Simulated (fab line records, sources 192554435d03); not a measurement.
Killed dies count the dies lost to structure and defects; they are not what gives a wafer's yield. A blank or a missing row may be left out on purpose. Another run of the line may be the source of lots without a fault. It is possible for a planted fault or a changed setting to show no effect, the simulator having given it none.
A single fault, viewed from 3 desks    flow n5 finfet    every desk sees just its own numbers, and what lay behind them comes last

== THE DEFECT DESK ==
Per lot, the means of the sampled wafers with a number show what the inspections along the route counted. The brackets show how far a lot's mean lies from the usual mean; more than 4 standard deviations puts the lot out of limits, marked OUT.
Columns: A = raw defect count at N5_FIN_SAQP_INSPECT_18, usual 401
lot   first seen here  A
L354  day 1 22:31      415
L361  day 3 15:20      297
L364  day 4 11:12      395
L370  day 5 21:37      320
L373  day 6 16:28      462
L376  day 7 10:11      503
Result from this desk: across the 6 lots, nothing is out of limits.

== METROLOGY DESK ==
Means of the sampled wafers that have a number, per lot and without regard to the tool the lot ran on: this is what the gauges read. The brackets show how far a lot's mean lies from the usual mean; more than 4 standard deviations puts the lot out of limits, marked OUT.
Columns: A = thk nm at N5_FIN_SAQP_THK_MEAS_05, usual 38.0 nm; B = thk nm at N5_FIN_SAQP_THK_MEAS_07, usual 59.9 nm; C = cd nm at N5_FIN_SAQP_CD_MEAS_16, usual 35.5 nm; D = FIN_CORE_OVL at N5_FIN_SAQP_OVL_MEAS_17, usual 0.4 nm
lot   first seen here  A     B     C     D
L354  day 1 21:46      37.8  60.0  35.0  -0.6
L361  day 3 14:43      38.5  59.9  35.5  1.2
L364  day 4 10:25      38.2  58.8  35.7  2.2
L370  day 5 20:59      37.2  60.2  35.6  -0.3
L373  day 6 15:50      37.8  59.1  35.2  0.4
L376  day 7 09:26      37.7  60.2  35.4  -0.2
Result from this desk: across the 6 lots, nothing is out of limits.

== THE TOOL OWNER'S DESK: litho track-01 ==
The tool's own readings at N5_FIN_SAQP_COAT_49 (time 60 s, resist thk 100 nm): means of the sampled wafers that have a number, for each lot that ran on this tool. The brackets show how far a lot's mean lies from the usual mean; more than 4 standard deviations puts the lot out of limits, marked OUT.
Columns: A = spin speed rpm at N5_FIN_SAQP_COAT_49, usual 1499.8 rpm
lot   first seen here  A
L354  day 1 22:05      1500.1
L361  day 3 15:02      1610.8 (+99 or more) OUT
L364  day 4 10:46      1609.6 (+99 or more) OUT
This desk finds L361, L364 out of limits, L361 being first, at day 3 15:02 (spin speed rpm at N5_FIN_SAQP_COAT_49). L354: within limits.

== TAKEN TOGETHER ==
The tool owner's desk had the chance to raise an alarm at day 3 15:02 on L361, L364.
Nothing the defect desk looked at was out of limits.
Metrology desk: nothing out of limits seen.
The defect desk has L361, L364 on record, within its limits.
The metrology desk holds a record of L361, L364, inside its limits.
The lots listed all ran N5_FIN_SAQP_COAT_49 on litho track-01.

== WHAT THE SIMULATOR HAD INSERTED ==
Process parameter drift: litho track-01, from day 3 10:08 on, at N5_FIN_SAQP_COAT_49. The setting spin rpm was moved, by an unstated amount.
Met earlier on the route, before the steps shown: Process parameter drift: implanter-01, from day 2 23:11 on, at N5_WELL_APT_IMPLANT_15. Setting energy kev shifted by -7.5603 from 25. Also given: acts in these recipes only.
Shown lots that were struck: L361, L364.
Hours from the fault's start to each desk's first reading out of limits: the tool owner's desk, 5.
